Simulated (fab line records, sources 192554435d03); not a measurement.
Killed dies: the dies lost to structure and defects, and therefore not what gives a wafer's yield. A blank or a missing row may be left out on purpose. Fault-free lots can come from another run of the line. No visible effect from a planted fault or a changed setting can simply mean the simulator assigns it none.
Chamber matching | flow n5 finfet | cvd co-02 running N5_BEOL_M4_PRE_CLEAN_60: 3 sister chambers
The step time 15 s. 27 wafers are shown with their chamber, then 12 later ones without.

## WAFERS PAIRED WITH THEIR CHAMBERS
wafer  | chamber | heater power outer w (W) | heater power w (W)
L075.2 | 2       | 10                       | 74
L075.4 | 0       | 21                       | 83
L075.6 | 2       | 9                        | 76
L076.1 | 0       | 21                       | 84
L076.2 | 2       | 10                       | 76
L076.5 | 2       | 10                       | 75
L077.1 | 0       | 20                       | 83
L077.3 | 2       | 10                       | 74
L077.5 | 0       | 20                       | 85
L078.2 | 2       | 10                       | 73
L078.4 | 2       | 9                        | 73
L078.5 | 0       | 20                       | 85
L083.1 | 2       | 10                       | 75
L083.5 | 2       | 10                       | 74
L083.6 | 1       | 37                       | 96
L084.1 | 1       | 37                       | 97
L084.3 | 2       | 10                       | 73
L084.6 | 2       | 10                       | 74
L086.3 | 2       | 10                       | 76
L086.4 | 1       | 37                       | 98
L086.5 | 0       | 20                       | 85
L089.1 | 2       | 10                       | 73
L089.3 | 0       | 21                       | 84
L089.4 | 2       | 10                       | 71
L087.3 | 2       | 10                       | 74
L087.5 | 1       | 38                       | 96
L087.6 | 0       | 21                       | 85

SIGNATURES (averages over the wafers above)
reading              | chamber 0 | chamber 1 | chamber 2 | scatter within a chamber
heater power outer w | 20.50     | 37.25     | 9.87      | 0.432
heater power w       | 84.25     | 96.75     | 74.07     | 1.21
Rule: for a wafer and a chamber, the distance is found by dividing, reading by reading, the gap between the wafer's reading and the chamber's mean by the reading's scatter, squaring, summing and taking the root. The wafer belongs to the nearest chamber; if the next one is less than 2 further off, it can't be placed. The scatter: take each reading less its chamber's mean, square it, sum over the shown wafers, divide by the number of wafers less the number of chambers, and take the root.

## WAFERS WITH NO CHAMBER GIVEN
wafer  | heater power outer w (W) | heater power w (W)
L092.2 | 37                       | 96
L092.5 | 37                       | 98
L092.6 | 10                       | 74
L094.1 | 21                       | 85
L094.5 | 21                       | 84
L094.6 | 38                       | 95
L093.1 | 20                       | 85
L093.4 | 10                       | 73
L093.5 | 36                       | 97
L095.2 | 21                       | 83
L095.3 | 10                       | 73
L095.5 | 37                       | 98

## THE CHAMBER EACH PASSED THROUGH
wafer  | from the rows above | in truth
L092.2 | 1                   | 1
L092.5 | 1                   | 1
L092.6 | 2                   | 2
L094.1 | 0                   | 0
L094.5 | 0                   | 0
L094.6 | 1                   | 1
L093.1 | 0                   | 0
L093.4 | 2                   | 2
L093.5 | 1                   | 1
L095.2 | 0                   | 0
L095.3 | 2                   | 2
L095.5 | 1                   | 1
Placed correctly: 12 of 12. Not placeable from these rows: 0. Wrongly placed: 0.
